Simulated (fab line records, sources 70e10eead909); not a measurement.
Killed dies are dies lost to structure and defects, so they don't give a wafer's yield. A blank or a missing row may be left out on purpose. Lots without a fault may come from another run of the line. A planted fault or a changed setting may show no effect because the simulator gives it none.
Which tool did it? | flow nand_harc | 12 lots, 36 wafers sampled, at 5 steps of a route of 1302

WHAT THE GAUGES READ, wafer by wafer
NHARC_A_DECK1_JOINT_THK_MEAS_14: measures by ellipsometry. Usual: thk_nm 51.1 nm, standard deviation 1.4.
lot  | measured     | on            | thk_nm (nm)    | flag
L223 | day 12 09:52 | film_metro-02 | 51.3 52.8 53.4 |
L224 | day 12 16:38 | film_metro-02 | 50.3 50.5 50.3 |
L225 | day 13 04:03 | film_metro-02 | 51.3 52.7 49.1 |
L227 | day 14 00:32 | film_metro-02 | 53.1 51.0 52.2 |
L228 | day 14 11:53 | film_metro-02 | 51.3 50.7 49.7 |
L231 | day 15 18:20 | film_metro-02 | 50.0 51.5 50.4 |
L232 | day 16 01:53 | film_metro-02 | 48.9 51.6 49.4 |
L233 | day 16 08:05 | film_metro-01 | 50.5 48.1 50.4 |
L235 | day 17 10:38 | film_metro-01 | 50.1 50.3 51.6 |
L236 | day 17 10:38 | film_metro-02 | 51.4 53.1 53.3 |
L238 | day 18 10:47 | film_metro-01 | 54.0 50.8 50.6 |
L244 | day 20 19:46 | film_metro-02 | 48.8 51.7 49.1 |

NHARC_END_SORT_01. Usual: killed_at_array 61, standard deviation 23; killed_at_other 1.3, standard deviation 1.4; killed_at_periphery 4.0, standard deviation 2.6; killed_dies 66, standard deviation 22; killed_open 3.4, standard deviation 1.8; killed_short 2.3, standard deviation 1.4.
lot  | measured     | on        | killed_at_array | killed_at_other | killed_at_periphery | killed_dies | killed_open | killed_short | flag
L235 | day 31 05:52 | prober-01 | 81              | 0               | 4                   | 85          | 6           | 5            |

WHICH TOOL RAN EACH LOT (tool, then ch and the chambers of the sampled wafers, then the start)
lot  | NHARC_A_CHANNEL_FILL_D1_ALD_15                 | NHARC_A_CHANNEL_FILL_D1_ETCHBACK_20 | NHARC_A_DECK1_JOINT_ETCHBACK_00
L223 | ald_sin_batch-03 ch 0, day 10 21:23 or earlier | rie_diel-13 ch 1,3, day 10 21:23    | rie_si-04 ch 0,1,2, day 12 10:02
L224 | ald_sin_batch-03 ch 0, day 11 01:58 or earlier | rie_diel-13 ch 0,1, day 11 01:58    | rie_si-03 ch 1,2, day 12 16:48
L225 | ald_sin_batch-03 ch 0, day 11 15:16 or earlier | rie_diel-10 ch 0,1,2, day 11 15:16  | rie_si-03 ch 0,1,2, day 13 04:11
L227 | ald_sin_batch-02 ch 0, day 12 14:08 or earlier | rie_diel-10 ch 1,2, day 12 14:08    | rie_si-04 ch 0,3, day 14 00:39
L228 | ald_sin_batch-03 ch 0, day 13 00:40 or earlier | rie_diel-10 ch 1,2,3, day 13 00:40  | rie_si-03 ch 0,1,2, day 14 12:01
L231 | ald_sin_batch-03 ch 0, day 14 04:28 or earlier | rie_diel-13 ch 1,2, day 14 04:28    | rie_si-05 ch 1,2, day 15 18:28
L232 | ald_sin_batch-01 ch 0, day 14 11:10 or earlier | rie_diel-10 ch 0,1,2, day 14 11:10  | rie_si-05 ch 0,2,3, day 16 02:01
L233 | ald_sin_batch-02 ch 0, day 14 21:52 or earlier | rie_diel-10 ch 0,1,2, day 14 21:52  | rie_si-03 ch 0,1,2, day 16 08:14
L235 | ald_sin_batch-02 ch 0, day 16 00:16 or earlier | rie_diel-13 ch 0,2,3, day 16 00:16  | rie_si-04 ch 2,3, day 17 10:47
L236 | ald_sin_batch-02 ch 0, day 16 00:16 or earlier | rie_diel-10 ch 0,1, day 16 00:16    | rie_si-05 ch 0,2, day 17 10:46
L238 | ald_sin_batch-02 ch 0, day 16 21:33 or earlier | rie_diel-05 ch 0,2,3, day 16 21:33  | rie_si-05 ch 0,2,3, day 18 10:55
L244 | ald_sin_batch-01 ch 0, day 18 17:12            | rie_diel-13 ch 0,2,3, day 19 07:14  | rie_si-03 ch 1,2,3, day 20 19:53
- NHARC_A_CHANNEL_FILL_D1_ALD_15: deposits SiNx, target thk 2 nm, pulse time 60 s, ald cycles 19.
- NHARC_A_CHANNEL_FILL_D1_ETCHBACK_20: etches the open film in C4F8/O2/Ar, target depth 27 nm, time 13.5 s.
- NHARC_A_DECK1_JOINT_ETCHBACK_00: etches the open film in HBr, target depth 30 nm, time 17.4 s.

WHAT THE TOOLS THEMSELVES READ (means of the sampled wafers that have a number; where no wafer has one, the mark that the record gives instead)
NHARC_A_CHANNEL_FILL_D1_ALD_15. Usual: precursor_pulse_height_rel 1.001, standard deviation 0.02.
lot  | tool             | precursor_pulse_height_rel | flag
L223 | ald_sin_batch-03 | 1.001                      |
L224 | ald_sin_batch-03 | 1.020                      |
L225 | ald_sin_batch-03 | 1.000                      |
L227 | ald_sin_batch-02 | 0.995                      |
L228 | ald_sin_batch-03 | 1.005                      |
L231 | ald_sin_batch-03 | 1.012                      |
L232 | ald_sin_batch-01 | 0.995                      |
L233 | ald_sin_batch-02 | 0.999                      |
L235 | ald_sin_batch-02 | 0.983                      |
L236 | ald_sin_batch-02 | 0.976                      |
L238 | ald_sin_batch-02 | 1.009                      |
L244 | ald_sin_batch-01 | 0.988                      |

NHARC_A_CHANNEL_FILL_D1_ETCHBACK_20. Usual: bias_w 1500 W, standard deviation 4.5; chamber_pressure_mTorr 25.000 mTorr, standard deviation 0.02; oes_product_au 0.97 a.u., standard deviation 0.034; rf_vpp_V 977 V, standard deviation 5.2.
lot  | tool        | bias_w (W) | chamber_pressure_mTorr (mTorr) | oes_product_au (a.u.) | rf_vpp_V (V) | flag
L223 | rie_diel-13 | 1505       | 24.990                         | 1.00                  | 971          |
L224 | rie_diel-13 | 1498       | 25.023                         | 1.00                  | 972          |
L225 | rie_diel-10 | 1500       | 25.009                         | 1.01                  | 978          |
L227 | rie_diel-10 | 1503       | 24.991                         | 0.96                  | 979          |
L228 | rie_diel-10 | 1502       | 24.999                         | 1.00                  | 978          |
L231 | rie_diel-13 | 1498       | 25.005                         | 0.99                  | 975          |
L232 | rie_diel-10 | 1500       | 24.985                         | 1.00                  | 978          |
L233 | rie_diel-10 | 1502       | 25.011                         | 1.00                  | 977          |
L235 | rie_diel-13 | 1495       | 25.026                         | 1.01                  | 974          |
L236 | rie_diel-10 | 1499       | 25.001                         | 0.98                  | 974          |
L238 | rie_diel-05 | 1498       | 24.996                         | 0.93                  | 978          |
L244 | rie_diel-13 | 1502       | 24.982                         | 1.00                  | 974          |

NHARC_A_DECK1_JOINT_ETCHBACK_00. Usual: bias_w 60.01 W, standard deviation 0.18; chamber_pressure_mTorr 14.998 mTorr, standard deviation 0.014; drypump_motor_current_A 5.6 A, standard deviation 0.43; oes_product_au 1.003 a.u., standard deviation 0.0071; throttle_valve_pct 23.266 %, standard deviation 0.01.
lot  | tool      | bias_w (W) | chamber_pressure_mTorr (mTorr) | drypump_motor_current_A (A) | oes_product_au (a.u.) | throttle_valve_pct (%) | flag
L223 | rie_si-04 | 60.05      | 14.985                         | 5.5                         | 1.003                 | 23.278                 |
L224 | rie_si-03 | 59.81      | 15.000                         | 6.1                         | 0.997                 | 23.277                 |
L225 | rie_si-03 | 59.96      | 15.005                         | 6.0                         | 1.005                 | 23.261                 |
L227 | rie_si-04 | 60.01      | 15.010                         | 5.3                         | 1.000                 | 23.269                 |
L228 | rie_si-03 | 60.16      | 15.007                         | 5.9                         | 1.003                 | 23.257                 |
L231 | rie_si-05 | 60.01      | 14.986                         | 5.5                         | 1.005                 | 23.279                 |
L232 | rie_si-05 | 59.90      | 15.008                         | 5.4                         | 1.004                 | 23.261                 |
L233 | rie_si-03 | 60.10      | 14.990                         | 5.9                         | 1.001                 | 23.261                 |
L235 | rie_si-04 | -          | -                              | -                           | -                     | -                      | OFF
L236 | rie_si-05 | -          | -                              | -                           | -                     | -                      | OFF
L238 | rie_si-05 | 60.09      | 14.991                         | 5.4                         | 1.008                 | 23.274                 |
L244 | rie_si-03 | 59.97      | 14.996                         | 6.1                         | 1.003                 | 23.268                 |

THE ANSWER, worked out from the rows above alone
Rule: a lot is off if the mean of its wafers that have a number lies more than 3 standard deviations from the usual mean. A lot without any number at a reading at which 4 lots or more have one is off too. The other lots that the step has rows for count as sound. The gauges are gone through in route order, then the tools' own readings, and for those a lot's mean is taken as printed above. The first step at which some lot is off is used, and at that step the reading that is off furthest; a lot without a number counts as furthest.
Off: L235, L236, at NHARC_A_DECK1_JOINT_ETCHBACK_00 (bias_w). Without a number there: L235, L236.
A tool fits if, at that step or a process step before it, it ran every lot that is off, and no sound lot after the first of them. NHARC_A_CHANNEL_FILL_D1_ALD_15 gives no start for some lots, so the hours and the order of its lots are those of NHARC_A_CHANNEL_FILL_D1_ETCHBACK_20. None of those tried fits.

WHAT THE SIMULATOR HAD PUT IN
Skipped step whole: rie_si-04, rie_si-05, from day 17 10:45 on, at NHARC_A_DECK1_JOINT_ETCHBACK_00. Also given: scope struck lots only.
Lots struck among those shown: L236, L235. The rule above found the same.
